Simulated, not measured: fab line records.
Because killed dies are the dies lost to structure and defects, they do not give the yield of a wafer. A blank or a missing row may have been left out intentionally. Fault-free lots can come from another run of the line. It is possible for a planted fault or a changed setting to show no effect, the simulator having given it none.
Which of the tools did it? + flow n5_finfet + 24 lots with 72 wafers sampled at 6 steps, on a route of 1938 steps

== WHAT THE GAUGES SHOWED, per wafer ==
No reading from a measuring or inspecting step in the record can be judged against a usual standard deviation.

== EACH LOT AND THE TOOL THAT RAN IT (in order: tool; ch and the chambers of the sampled wafers; start) ==
| lot  | N5_BEOL_M1_ETCH_70                 | N5_BEOL_M1_STRIP_97                           | N5_BEOL_M1_DEGAS_44          | N5_BEOL_M1_ANNEAL_49         | N5_BEOL_M1_ANNEAL_95         | N5_BEOL_M1_DEP_57               |
|------|------------------------------------|-----------------------------------------------|------------------------------|------------------------------|------------------------------|---------------------------------|
| L074 | rie_diel-05 ch 0,1,2, day 6 08:38  | rie_diel-05 ch 0,1,2, day 6 09:21 or earlier  | pvd_sputter-03, day 6 09:21  | pvd_sputter-03, day 6 10:11  | pvd_sputter-03, day 6 11:43  | pecvd-03 ch 1,2, day 6 12:53    |
| L075 | rie_diel-01 ch 0,1,3, day 6 08:40  | rie_diel-01 ch 0,1,3, day 6 09:22 or earlier  | pvd_sputter-02, day 6 09:22  | pvd_sputter-02, day 6 10:19  | pvd_sputter-02, day 6 11:52  | pecvd-01 ch 0,1,2, day 6 13:11  |
| L076 | rie_diel-01 ch 0,1,3, day 6 12:28  | rie_diel-01 ch 0,1,3, day 6 13:02 or earlier  | pvd_sputter-01, day 6 13:02  | pvd_sputter-01, day 6 15:04  | pvd_sputter-01, day 6 16:37  | pecvd-01 ch 0,2, day 6 17:45    |
| L077 | rie_diel-05 ch 1,2, day 7 05:03    | rie_diel-05 ch 1,2, day 7 05:56 or earlier    | pvd_sputter-01, day 7 05:56  | pvd_sputter-01, day 7 06:59  | pvd_sputter-01, day 7 08:31  | pecvd-04 ch 0,1,2, day 7 09:38  |
| L078 | rie_diel-01 ch 0,1,3, day 7 14:41  | rie_diel-01 ch 0,1,3, day 7 15:38 or earlier  | pvd_sputter-01, day 7 15:38  | pvd_sputter-02, day 7 16:17  | pvd_sputter-02, day 7 17:50  | pecvd-01 ch 0,1,2, day 7 18:58  |
| L079 | rie_diel-05 ch 1,2, day 7 15:14    | rie_diel-05 ch 1,2, day 7 16:05 or earlier    | pvd_sputter-02, day 7 16:05  | pvd_sputter-01, day 7 18:26  | pvd_sputter-01, day 7 19:59  | pecvd-01 ch 0,1,2, day 7 21:10  |
| L080 | rie_diel-02 ch 1,2,3, day 7 19:54  | rie_diel-02 ch 1,2,3, day 7 20:32 or earlier  | pvd_sputter-03, day 7 20:32  | pvd_sputter-01, day 7 21:10  | pvd_sputter-01, day 7 22:42  | pecvd-01 ch 0,1,2, day 8 00:05  |
| L081 | rie_diel-01 ch 2,3, day 7 22:21    | rie_diel-01 ch 2,3, day 7 23:07 or earlier    | pvd_sputter-01, day 7 23:07  | pvd_sputter-02, day 8 01:29  | pvd_sputter-02, day 8 03:02  | pecvd-01 ch 0,1,2, day 8 04:24  |
| L082 | rie_diel-05 ch 2,3, day 8 06:43    | rie_diel-05 ch 2,3, day 8 07:30 or earlier    | pvd_sputter-01, day 8 07:30  | pvd_sputter-01, day 8 09:53  | pvd_sputter-01, day 8 11:25  | pecvd-01 ch 0,1, day 8 12:32    |
| L084 | rie_diel-05 ch 0,1,2, day 8 13:53  | rie_diel-05 ch 0,1,2, day 8 14:26 or earlier  | pvd_sputter-03, day 8 14:26  | pvd_sputter-01, day 8 15:20  | pvd_sputter-01, day 8 16:53  | pecvd-04 ch 1,2, day 8 18:19    |
| L083 | rie_diel-02 ch 0,2,3, day 8 14:01  | rie_diel-02 ch 0,2,3, day 8 14:34 or earlier  | pvd_sputter-02, day 8 14:34  | pvd_sputter-02, day 8 16:41  | pvd_sputter-02, day 8 18:13  | pecvd-03 ch 0,1, day 8 19:20    |
| L085 | rie_diel-02 ch 0,1, day 9 02:18    | rie_diel-02 ch 0,1, day 9 03:07 or earlier    | pvd_sputter-02, day 9 03:07  | pvd_sputter-02, day 9 04:04  | pvd_sputter-02, day 9 05:36  | pecvd-04 ch 1,2, day 9 06:52    |
| L086 | rie_diel-02 ch 0,1, day 9 09:28    | rie_diel-02 ch 0,1, day 9 10:29 or earlier    | pvd_sputter-01, day 9 10:29  | pvd_sputter-02, day 9 11:22  | pvd_sputter-02, day 9 12:54  | pecvd-01 ch 0,1,2, day 9 14:07  |
| L087 | rie_diel-01 ch 1,3, day 9 12:44    | rie_diel-01 ch 1,3, day 9 13:46 or earlier    | pvd_sputter-02, day 9 13:46  | pvd_sputter-03, day 9 14:29  | pvd_sputter-03, day 9 16:02  | pecvd-01 ch 0,2, day 9 17:10    |
| L088 | rie_diel-05 ch 0,2, day 9 19:08    | rie_diel-05 ch 0,2, day 9 20:08 or earlier    | pvd_sputter-02, day 9 20:08  | pvd_sputter-02, day 9 21:22  | pvd_sputter-02, day 9 22:54  | pecvd-01 ch 0,1, day 10 00:01   |
| L089 | rie_diel-01 ch 2,3, day 9 21:02    | rie_diel-01 ch 2,3, day 9 22:58 or earlier    | pvd_sputter-01, day 9 22:58  | pvd_sputter-03, day 9 23:46  | pvd_sputter-03, day 10 01:18 | pecvd-04 ch 1,2, day 10 02:25   |
| L090 | rie_diel-05 ch 0,2, day 10 01:35   | rie_diel-05 ch 0,2, day 10 02:18 or earlier   | pvd_sputter-03, day 10 02:18 | pvd_sputter-02, day 10 03:14 | pvd_sputter-02, day 10 04:46 | pecvd-01 ch 0,1, day 10 05:53   |
| L091 | rie_diel-05 ch 2,3, day 10 08:28   | rie_diel-05 ch 2,3, day 10 09:08 or earlier   | pvd_sputter-02, day 10 09:08 | pvd_sputter-01, day 10 09:58 | pvd_sputter-01, day 10 11:31 | pecvd-03 ch 0,1, day 10 12:47   |
| L092 | rie_diel-02 ch 0,1,2, day 10 14:58 | rie_diel-02 ch 0,1,2, day 10 15:41 or earlier | pvd_sputter-03, day 10 15:41 | pvd_sputter-01, day 10 16:28 | pvd_sputter-01, day 10 18:00 | pecvd-04 ch 0,2, day 10 19:08   |
| L093 | rie_diel-02 ch 0,1,2, day 10 21:10 | rie_diel-02 ch 0,1,2, day 10 22:23 or earlier | pvd_sputter-02, day 10 22:23 | pvd_sputter-01, day 10 23:14 | pvd_sputter-01, day 11 00:47 | pecvd-04 ch 0,2, day 11 01:54   |
| L094 | rie_diel-05 ch 1,2,3, day 11 00:56 | rie_diel-05 ch 1,2,3, day 11 01:56 or earlier | pvd_sputter-02, day 11 01:56 | pvd_sputter-01, day 11 04:22 | pvd_sputter-01, day 11 05:54 | pecvd-03 ch 0,1,2, day 11 07:14 |
| L095 | rie_diel-01 ch 1,2, day 11 13:40   | rie_diel-01 ch 1,2, day 11 14:27 or earlier   | pvd_sputter-03, day 11 14:27 | pvd_sputter-02, day 11 15:13 | pvd_sputter-02, day 11 16:46 | pecvd-03 ch 0,1,2, day 11 17:54 |
| L096 | rie_diel-05 ch 1,2,3, day 11 17:37 | rie_diel-05 ch 1,2,3, day 11 18:41 or earlier | pvd_sputter-02, day 11 18:41 | pvd_sputter-02, day 11 19:26 | pvd_sputter-02, day 11 20:59 | pecvd-01 ch 0,1,2, day 11 22:06 |
| L097 | rie_diel-01 ch 1,2, day 12 01:44   | rie_diel-01 ch 1,2, day 12 02:21 or earlier   | pvd_sputter-03, day 12 02:21 | pvd_sputter-03, day 12 03:30 | pvd_sputter-03, day 12 05:02 | pecvd-03 ch 1,2, day 12 06:10   |
- N5_BEOL_M1_ETCH_70: etches SOC in N2/H2, target depth 80 nm, overetch 16 nm, time 120 s.
- N5_BEOL_M1_STRIP_97: strips in N2/H2, time 10 s.
- N5_BEOL_M1_DEGAS_44: time 60 s.
- N5_BEOL_M1_ANNEAL_49: time 240 s.
- N5_BEOL_M1_ANNEAL_95: time 240 s.
- N5_BEOL_M1_DEP_57: deposits SiCN from 3MS/NH3, target thk 8 nm, time 14 s.

== AS READ BY THE TOOLS THEMSELVES (means over the sampled wafers that have a number; for cases with no such wafer, the mark the record gives instead) ==
N5_BEOL_M1_ETCH_70. Usual: drypump_motor_current_A 5.9 A, standard deviation 0.31; oes_product_au 0.60 a.u., standard deviation 0.067; rf_vpp_V 524.6 V, standard deviation 1.6; showerhead_plenum_p_Torr 2.57 Torr, standard deviation 0.05; throttle_valve_pct 17.82 %, standard deviation 0.23.
| lot  | tool        | drypump_motor_current_A (A) | oes_product_au (a.u.) | rf_vpp_V (V) | showerhead_plenum_p_Torr (Torr) | throttle_valve_pct (%) | flag |
|------|-------------|-----------------------------|-----------------------|--------------|---------------------------------|------------------------|------|
| L074 | rie_diel-05 | 5.8                         | 0.68                  | 525.2        | 2.59                            | 17.63                  |      |
| L075 | rie_diel-01 | 6.0                         | 0.56                  | 524.0        | 2.53                            | 17.82                  |      |
| L076 | rie_diel-01 | 6.0                         | 0.56                  | 524.4        | 2.53                            | 17.83                  |      |
| L077 | rie_diel-05 | 5.6                         | 0.65                  | 524.8        | 2.59                            | 17.58                  |      |
| L078 | rie_diel-01 | 6.0                         | 0.56                  | 524.0        | 2.53                            | 17.85                  |      |
| L079 | rie_diel-05 | 5.6                         | 0.65                  | 524.9        | 2.59                            | 17.59                  |      |
| L080 | rie_diel-02 | 6.1                         | 0.63                  | 524.1        | 2.56                            | 17.81                  |      |
| L081 | rie_diel-01 | 5.7                         | 0.59                  | 522.5        | 2.52                            | 18.09                  |      |
| L082 | rie_diel-05 | 5.7                         | 0.60                  | 524.7        | 2.60                            | 17.76                  |      |
| L084 | rie_diel-05 | 5.8                         | 0.66                  | 524.9        | 2.58                            | 17.66                  |      |
| L083 | rie_diel-02 | 5.8                         | 0.64                  | 524.5        | 2.57                            | 17.70                  |      |
| L085 | rie_diel-02 | 6.1                         | 0.58                  | 523.8        | 2.55                            | 18.04                  |      |
| L086 | rie_diel-02 | 5.7                         | 0.59                  | 523.8        | 2.56                            | 17.92                  |      |
| L087 | rie_diel-01 | 5.8                         | 0.58                  | 522.5        | 2.47                            | 18.00                  |      |
| L088 | rie_diel-05 | 5.9                         | 0.64                  | 524.8        | 2.59                            | 17.86                  |      |
| L089 | rie_diel-01 | 5.7                         | 0.58                  | 522.6        | 2.51                            | 18.12                  |      |
| L090 | rie_diel-05 | 5.9                         | 0.65                  | 525.4        | 2.58                            | 17.86                  |      |
| L091 | rie_diel-05 | 5.8                         | 0.56                  | 525.6        | 2.61                            | 17.85                  |      |
| L092 | rie_diel-02 | 6.0                         | 0.61                  | 524.6        | 2.56                            | 17.91                  |      |
| L093 | rie_diel-02 | 6.1                         | 0.62                  | 524.1        | 2.56                            | 17.91                  |      |
| L094 | rie_diel-05 | 5.8                         | 0.60                  | 524.5        | 2.59                            | 17.69                  |      |
| L095 | rie_diel-01 | 5.8                         | 0.67                  | 524.1        | 2.54                            | 17.69                  |      |
| L096 | rie_diel-05 | 5.8                         | 0.60                  | 525.1        | 2.59                            | 17.69                  |      |
| L097 | rie_diel-01 | 5.6                         | 0.58                  | 524.1        | 2.57                            | 17.96                  |      |

N5_BEOL_M1_STRIP_97. Usual: drypump_motor_current_A 5.9 A, standard deviation 0.31; oes_product_au 0.79 a.u., standard deviation 0.093; rf_vpp_V 59.2 V, standard deviation 0.85; showerhead_plenum_p_Torr 2.57 Torr, standard deviation 0.05; throttle_valve_pct 23.65 %, standard deviation 0.28.
| lot  | tool        | drypump_motor_current_A (A) | oes_product_au (a.u.) | rf_vpp_V (V) | showerhead_plenum_p_Torr (Torr) | throttle_valve_pct (%) | flag |
|------|-------------|-----------------------------|-----------------------|--------------|---------------------------------|------------------------|------|
| L074 | rie_diel-05 | 5.8                         | 0.88                  | 58.7         | 2.59                            | 23.48                  |      |
| L075 | rie_diel-01 | 6.0                         | 0.73                  | 58.9         | 2.53                            | 23.59                  |      |
| L076 | rie_diel-01 | 6.0                         | 0.73                  | 59.2         | 2.52                            | 23.59                  |      |
| L077 | rie_diel-05 | 5.6                         | 0.86                  | 59.7         | 2.58                            | 23.40                  |      |
| L078 | rie_diel-01 | 6.0                         | 0.73                  | 59.5         | 2.52                            | 23.60                  |      |
| L079 | rie_diel-05 | 5.6                         | 0.85                  | 59.2         | 2.58                            | 23.42                  |      |
| L080 | rie_diel-02 | 6.1                         | 0.83                  | 59.5         | 2.56                            | 23.67                  |      |
| L081 | rie_diel-01 | 5.7                         | 0.76                  | 59.4         | 2.51                            | 23.97                  |      |
| L082 | rie_diel-05 | 5.7                         | 0.79                  | 59.4         | 2.60                            | 23.63                  |      |
| L084 | rie_diel-05 | 5.8                         | 0.85                  | 59.8         | 2.58                            | 23.49                  |      |
| L083 | rie_diel-02 | 5.8                         | 0.83                  | 58.9         | 2.57                            | 23.52                  |      |
| L085 | rie_diel-02 | 6.0                         | 0.76                  | 59.2         | 2.54                            | 23.97                  |      |
| L086 | rie_diel-02 | 5.8                         | 0.77                  | 59.8         | 2.56                            | 23.82                  |      |
| L087 | rie_diel-01 | 5.9                         | 0.75                  | 58.0         | 2.47                            | 23.79                  |      |
| L088 | rie_diel-05 | 5.9                         | 0.84                  | 59.9         | 2.58                            | 23.74                  |      |
| L089 | rie_diel-01 | 5.7                         | 0.75                  | 59.3         | 2.51                            | 24.00                  |      |
| L090 | rie_diel-05 | 5.9                         | 0.83                  | 59.1         | 2.58                            | 23.74                  |      |
| L091 | rie_diel-05 | 5.8                         | 0.72                  | 59.1         | 2.60                            | 23.66                  |      |
| L092 | rie_diel-02 | 6.0                         | 0.81                  | 60.3         | 2.56                            | 23.77                  |      |
| L093 | rie_diel-02 | 6.0                         | 0.82                  | 59.4         | 2.56                            | 23.77                  |      |
| L094 | rie_diel-05 | 5.8                         | 0.79                  | 58.7         | 2.59                            | 23.48                  |      |
| L095 | rie_diel-01 | 5.8                         | 0.89                  | 59.8         | 2.54                            | 23.51                  |      |
| L096 | rie_diel-05 | 5.8                         | 0.78                  | 58.9         | 2.59                            | 23.48                  |      |
| L097 | rie_diel-01 | 5.6                         | 0.76                  | 60.1         | 2.57                            | 23.79                  |      |

N5_BEOL_M1_DEGAS_44. Usual: heater_power_w 339 W, standard deviation 39.
| lot  | tool           | heater_power_w (W) | flag |
|------|----------------|--------------------|------|
| L074 | pvd_sputter-03 | 312                |      |
| L075 | pvd_sputter-02 | 370                |      |
| L076 | pvd_sputter-01 | 339                |      |
| L077 | pvd_sputter-01 | 312                |      |
| L078 | pvd_sputter-01 | 307                |      |
| L079 | pvd_sputter-02 | 396                |      |
| L080 | pvd_sputter-03 | 299                |      |
| L081 | pvd_sputter-01 | 337                |      |
| L082 | pvd_sputter-01 | 303                |      |
| L084 | pvd_sputter-03 | 311                |      |
| L083 | pvd_sputter-02 | 374                |      |
| L085 | pvd_sputter-02 | 379                |      |
| L086 | pvd_sputter-01 | 329                |      |
| L087 | pvd_sputter-02 | 372                |      |
| L088 | pvd_sputter-02 | 346                |      |
| L089 | pvd_sputter-01 | 333                |      |
| L090 | pvd_sputter-03 | 310                |      |
| L091 | pvd_sputter-02 | 363                |      |
| L092 | pvd_sputter-03 | 318                |      |
| L093 | pvd_sputter-02 | 347                |      |
| L094 | pvd_sputter-02 | 366                |      |
| L095 | pvd_sputter-03 | 310                |      |
| L096 | pvd_sputter-02 | 351                |      |
| L097 | pvd_sputter-03 | 332                |      |

N5_BEOL_M1_ANNEAL_49. Usual: heater_power_w 849 W, standard deviation 96.
| lot  | tool           | heater_power_w (W) | flag |
|------|----------------|--------------------|------|
| L074 | pvd_sputter-03 | 815                |      |
| L075 | pvd_sputter-02 | 922                |      |
| L076 | pvd_sputter-01 | 760                |      |
| L077 | pvd_sputter-01 | 822                |      |
| L078 | pvd_sputter-02 | 933                |      |
| L079 | pvd_sputter-01 | 731                |      |
| L080 | pvd_sputter-01 | 815                |      |
| L081 | pvd_sputter-02 | 1016               |      |
| L082 | pvd_sputter-01 | 818                |      |
| L084 | pvd_sputter-01 | 784                |      |
| L083 | pvd_sputter-02 | 936                |      |
| L085 | pvd_sputter-02 | 846                |      |
| L086 | pvd_sputter-02 | 927                |      |
| L087 | pvd_sputter-03 | 759                |      |
| L088 | pvd_sputter-02 | 967                |      |
| L089 | pvd_sputter-03 | 815                |      |
| L090 | pvd_sputter-02 | 943                |      |
| L091 | pvd_sputter-01 | 844                |      |
| L092 | pvd_sputter-01 | 795                |      |
| L093 | pvd_sputter-01 | 845                |      |
| L094 | pvd_sputter-01 | 806                |      |
| L095 | pvd_sputter-02 | 844                |      |
| L096 | pvd_sputter-02 | 930                |      |
| L097 | pvd_sputter-03 | 728                |      |

N5_BEOL_M1_ANNEAL_95. Usual: heater_power_w 847 W, standard deviation 95.
| lot  | tool           | heater_power_w (W) | flag |
|------|----------------|--------------------|------|
| L074 | pvd_sputter-03 | 807                |      |
| L075 | pvd_sputter-02 | 920                |      |
| L076 | pvd_sputter-01 | 773                |      |
| L077 | pvd_sputter-01 | 815                |      |
| L078 | pvd_sputter-02 | 913                |      |
| L079 | pvd_sputter-01 | 734                |      |
| L080 | pvd_sputter-01 | 805                |      |
| L081 | pvd_sputter-02 | 1002               |      |
| L082 | pvd_sputter-01 | 800                |      |
| L084 | pvd_sputter-01 | 777                |      |
| L083 | pvd_sputter-02 | 927                |      |
| L085 | pvd_sputter-02 | 872                |      |
| L086 | pvd_sputter-02 | 945                |      |
| L087 | pvd_sputter-03 | 764                |      |
| L088 | pvd_sputter-02 | 963                |      |
| L089 | pvd_sputter-03 | 812                |      |
| L090 | pvd_sputter-02 | 948                |      |
| L091 | pvd_sputter-01 | 844                |      |
| L092 | pvd_sputter-01 | 805                |      |
| L093 | pvd_sputter-01 | 842                |      |
| L094 | pvd_sputter-01 | 799                |      |
| L095 | pvd_sputter-02 | 850                |      |
| L096 | pvd_sputter-02 | 915                |      |
| L097 | pvd_sputter-03 | 714                |      |

N5_BEOL_M1_DEP_57. Usual: showerhead_plenum_p_Torr 3.655 Torr, standard deviation 0.011; throttle_valve_pct 9.0 %, standard deviation 0.66.
| lot  | tool     | showerhead_plenum_p_Torr (Torr) | throttle_valve_pct (%) | flag |
|------|----------|---------------------------------|------------------------|------|
| L074 | pecvd-03 | 3.649                           | 9.0                    |      |
| L075 | pecvd-01 | 3.661                           | 8.9                    |      |
| L076 | pecvd-01 | 3.666                           | 8.6                    |      |
| L077 | pecvd-04 | 3.662                           | 8.8                    |      |
| L078 | pecvd-01 | 3.658                           | 9.0                    |      |
| L079 | pecvd-01 | 3.654                           | 8.9                    |      |
| L080 | pecvd-01 | 3.655                           | 8.7                    |      |
| L081 | pecvd-01 | 3.656                           | 9.0                    |      |
| L082 | pecvd-01 | 3.650                           | 9.1                    |      |
| L084 | pecvd-04 | 3.650                           | 8.8                    |      |
| L083 | pecvd-03 | 3.656                           | 9.9                    |      |
| L085 | pecvd-04 | 3.649                           | 8.9                    |      |
| L086 | pecvd-01 | 3.651                           | 8.9                    |      |
| L087 | pecvd-01 | 3.655                           | 9.1                    |      |
| L088 | pecvd-01 | 3.647                           | 9.0                    |      |
| L089 | pecvd-04 | 3.654                           | 8.8                    |      |
| L090 | pecvd-01 | 3.646                           | 9.1                    |      |
| L091 | pecvd-03 | 3.655                           | 9.9                    |      |
| L092 | pecvd-04 | 3.653                           | 9.1                    |      |
| L093 | pecvd-04 | 3.649                           | 8.9                    |      |
| L094 | pecvd-03 | 3.650                           | 9.2                    |      |
| L095 | pecvd-03 | 3.651                           | 9.3                    |      |
| L096 | pecvd-01 | 3.657                           | 8.7                    |      |
| L097 | pecvd-03 | 3.654                           | 9.2                    |      |

== THE ANSWER, worked out from the rows above alone ==
Rule: a lot counts as off when the mean over its wafers that have a number is more than 3 standard deviations away from the usual mean. A lot without any number at a reading at which 4 lots or more have one is off too. Any other lot the step has rows for is counted as sound. First the gauges in route order, then the tools' own readings, where a lot's mean is used as printed above. At the first step where some lot is off, the reading lying furthest off is the one used; lots without a number count as furthest.
None of the lots is off at any reading shown; this tells nothing.

== WHAT THE SIMULATOR HAD PUT IN ==
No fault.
